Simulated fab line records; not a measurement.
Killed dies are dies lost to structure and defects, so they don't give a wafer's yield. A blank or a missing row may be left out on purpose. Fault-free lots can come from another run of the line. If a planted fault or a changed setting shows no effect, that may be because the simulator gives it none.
A lot that was struck, set against a sound lot	flow n5-finfet	14 steps out of a route of 1938
Sound: the wafers L454.3, L454.4, L454.6. Struck: wafers L445.2, L445.5. (L445.3 of the same lot was not struck and is left out.) The cause comes at the end.
Order at every step that has rows: each side's tool, ch and its chambers, its first start. Under that, the readings that differ: sound wafers	struck wafers	difference of the means	sigmas: that difference in standard deviations of wafers without a fault.
alike: same words and numbers on both sides, and readings whose means sit less than 2 such deviations apart. not compared: any withheld reading, any reading some wafer has no value for, any bound like >300 that may hide the same value, and any number with overlapping values for which the record gives no deviation.
Wherever a step has rows on one side only, a row that says differs or no value, or a row with sigmas, the two part there. When numbers do not overlap yet have no deviation, they are printed without sigmas and do not part them. A reading that every wafer of one side lacks parts them only if that side has two wafers or more.

first, 3 steps without rows for these wafers: N5_BEOL_M0_SPUTTER_132 (material Cu, target thk 4 nm, time 7.37 s); N5_BEOL_M0_ANNEAL_133 (time 60 s); N5_BEOL_M0_SPUTTER_134 (material Cu, target thk 4 nm, time 7.37 s).
N5_BEOL_M0_ANNEAL_135: time 60 s.
  struck on pvd-sputter-01, day 9 23:43; sound on pvd-sputter-03, day 12 08:43
  alike: heater-power-w, susceptor-temp-C
N5_BEOL_M0_SPUTTER_141: material Cu, target thk 4 nm, time 7.37 s.
  struck on pvd-sputter-01, day 9 23:45; sound on pvd-sputter-03, day 12 08:45
  alike: substrate-temp-c, susceptor-temp-C, throttle-valve-pct
then, 2 steps without rows for these wafers: N5_BEOL_M0_ECD_118 (material Cu, target thk 300 nm); N5_BEOL_M0_ANNEAL_119 (time 90 s).
N5_BEOL_M0_CMP_120: polishes, stops on SiOC, t overpolish 6.9 s.
  sound on cmp-02 ch 1,2,3, day 12 09:19; struck on cmp-02 ch 0, day 10 00:14
  alike: barrier-field-endpoint-s, motor-current-A, overpolish-run-s, retaining-ring-pressure-frac, slurry-filter-dp-kPa, time-to-endpoint-s
N5_BEOL_M0_PRE_CLEAN_131: time 15 s.
  sound on cvd-co-02 ch 0,1,2, day 12 09:34; struck on cvd-co-01 ch 0,1, day 10 00:34
  alike: heater-power-w
  not compared: susceptor-temp-C
N5_BEOL_M0_CO_CAP_123: material Co, precursor CCTBA/H2, target thk 2 nm, time 102.1 s.
  sound on cvd-co-02 ch 0,1,2, day 12 09:37; struck on cvd-co-01 ch 0,1, day 10 00:37
  alike: heater-power-w, susceptor-temp-C
then, 1 step without rows for these wafers: N5_BEOL_M0_PRE_CLEAN_124 (time 15 s).
N5_BEOL_M0_DEP_125: deposits SiCN from 3MS/NH3, target thk 8 nm, time 14 s.
  sound on pecvd-03 ch 1,2, day 12 09:44; struck on pecvd-03 ch 0, day 10 00:44
reading	sound	struck	difference	sigmas
showerhead-plenum-p-Torr (Torr)	3.645 3.650 3.641	3.683 3.679	+0.036	+2
model.SiCN_of_BEOL_M0_DEP_125.thk-nm (nm)	8 8 8	9 9.4	+1	
  alike: throttle-valve-pct
N5_BEOL_M0_RS_MEAS_126: measurement is done with a four-point probe.
  struck on film-metro-02, day 10 00:50; sound on film-metro-02, day 12 09:48
  alike: M0_RS
-- here the record skips 2 days between the struck wafers' starts before and after, leaving off in module BEOL_M0 and picking up in module BEOL_M4 (first step shown: number 1111 of the route) --
N5_BEOL_M4_RC_MEAS_101:
  sound on prober-01 ch 0, day 14 12:02; struck on prober-02 ch 0, day 12 01:27
reading	sound	struck	difference	sigmas
DIBL_P (mV/V)	41.0 37.4 36.7	33.9 36.1	-3.4	-2
  alike: DIBL_N, IOFF_N, IOFF_P, ION_N, ION_P, SS_N, SS_P, VT_N, VT_P

WHERE THEY PART
First at N5_BEOL_M0_DEP_125; last, within this record, at N5_BEOL_M4_RC_MEAS_101.

WHY: the cause the simulator had injected
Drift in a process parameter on pecvd-03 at N5_BEOL_M0_DEP_125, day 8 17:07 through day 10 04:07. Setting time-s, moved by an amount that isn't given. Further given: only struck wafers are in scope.
